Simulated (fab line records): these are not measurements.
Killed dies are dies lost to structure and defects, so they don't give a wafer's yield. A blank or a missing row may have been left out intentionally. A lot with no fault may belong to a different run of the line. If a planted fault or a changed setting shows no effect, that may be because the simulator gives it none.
Split-lot experiment    flow n5 finfet    7 lots, 39 wafers read, on a route of 1938 steps

ABOUT THE SPLIT
At N5_WELL_APT_EXPOSE_05 (exposes mask NWELL, defocus 0 nm, target cd 200 nm), the setting dose mj was moved away from the recipe's 20.3 on 15 of the 39 wafers read, by -6.7% to +7.6%. The other wafers ran this setting at the recipe's value.

FROM THE SPLIT TO THE READING: what the file shows between them, 3 steps
- N5_WELL_APT_PEB_06: peb time 90 s
- N5_WELL_APT_DEVELOP_07: develop time 45 s
- N5_WELL_APT_HARDBAKE_12: time 120 s

THE READING
At N5_WELL_APT_CD_MEAS_08: cd nm in nanometres, against a target cd of 200 nm. Typical for fault-free wafers on this fab line: 200.2 nm, with standard deviation 1.5 nm.

wafer   tool, chamber at the split  dose mj as run  against the recipe  cd nm, nm  against lot-mates on the recipe
L075.1  krf scanner-02, 0           20.3            recipe              202.3      -
L075.2  krf scanner-02, 0           20.3            recipe              201.4      -
L075.3  krf scanner-02, 0           20.3            recipe              201.4      -
L075.4  krf scanner-02, 0           20.3            recipe              199.8      -
L075.5  krf scanner-02, 0           20.3            recipe              202.3      -
L075.6  krf scanner-02, 0           20.3            recipe              203.2      -
L080.1  krf scanner-02, 0           20.3            recipe              202.9      -
L080.2  krf scanner-02, 0           20.3            recipe              201.1      -
L080.3  krf scanner-02, 0           21.04           +3.6%               206.4      +5.2
L080.4  krf scanner-02, 0           20.3            recipe              199.7      -
L080.5  krf scanner-02, 0           21.04           +3.6%               208.7      +7.5
L080.6  krf scanner-02, 0           21.04           +3.6%               208.9      +7.7
L081.1  krf scanner-01, 0           20.3            recipe              198.2      -
L081.2  krf scanner-01, 0           21.29           +4.9%               208.9      +9.2
L081.3  krf scanner-01, 0           21.29           +4.9%               208.1      +8.4
L081.4  krf scanner-01, 0           20.3            recipe              199.4      -
L081.5  krf scanner-01, 0           20.3            recipe              201.4      -
L081.6  krf scanner-01, 0           21.29           +4.9%               205.5      +5.8
L083.1  krf scanner-02, 0           20.3            recipe              199.8      -
L083.2  krf scanner-02, 0           20.3            recipe              201.2      -
L083.3  krf scanner-02, 0           19.29           -5.0%               190.5      -9.6
L083.4  krf scanner-02, 0           20.3            recipe              199.3      -
L083.5  krf scanner-02, 0           19.29           -5.0%               191.2      -8.9
L083.6  krf scanner-02, 0           19.29           -5.0%               189.4      -10.7
L084.1  krf scanner-02, 0           21.85           +7.6%               212.7      +11.8
L084.2  krf scanner-02, 0           21.85           +7.6%               214.0      +13.1
L084.3  krf scanner-02, 0           20.3            recipe              202.7      -
L084.4  krf scanner-02, 0           20.3            recipe              200.0      -
L084.5  krf scanner-02, 0           20.3            recipe              200.1      -
L084.6  krf scanner-02, 0           21.85           +7.6%               212.5      +11.6
L086.1  krf scanner-01, 0           18.95           -6.7%               188.4      -11.4
L086.2  krf scanner-01, 0           20.3            recipe              200.8      -
L086.3  krf scanner-01, 0           20.3            recipe              199.5      -
L086.4  krf scanner-01, 0           18.95           -6.7%               189.0      -10.8
L086.5  krf scanner-01, 0           18.95           -6.7%               189.3      -10.5
L086.6  krf scanner-01, 0           20.3            recipe              199.1      -
L097.2  krf scanner-02, 0           20.3            recipe              200.7      -
L097.4  krf scanner-02, 0           20.3            recipe              200.3      -
L097.6  krf scanner-02, 0           20.3            recipe              199.7      -

THE FIT
A straight line over all 39 wafers: cd nm changes by +1.74 nm for each +1% of dose mj; r = +0.98; the points scatter about the line by 1.4 nm.
The same after taking each lot's own level away (the mean of its wafers on the recipe; 39 wafers): +1.69 nm for each +1%; r = +0.98; scatter 1.1 nm.
Per that fit: largest dose mj move, reading shift of 13 nm.
Measured against the standard deviation above, the lots' own levels, which go from 199.67 to 201.73 nm, span 1.4 times it.
So the lot-to-lot level changes the slope little: the two slopes agree.
Check: for one of the wafers moved furthest among these (+7.6%), held out of the fit, the line's prediction against its lot-mates is +12.9 nm. It came out at +11.8 nm against them.

THE WHOLE CHAIN: every reading that the file lists as answering this split, in the file's order
step                    what it does              reading                                                          change (the file's fit)               r (the file's)
N5_WELL_APT_CD_MEAS_08  target cd 200 nm          cd nm                                                            +1.69 nm for each +1% of the setting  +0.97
N5_WELL_APT_DESCUM_13   chemistry O2, time 7.9 s  WELL_APT.cd nm (the simulator's own value, which no gauge read)  +1.66 nm for each +1% of the setting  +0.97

FILE'S OWN FIT
cd nm changes by +1.69 nm for each +1% of dose mj, r = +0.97.
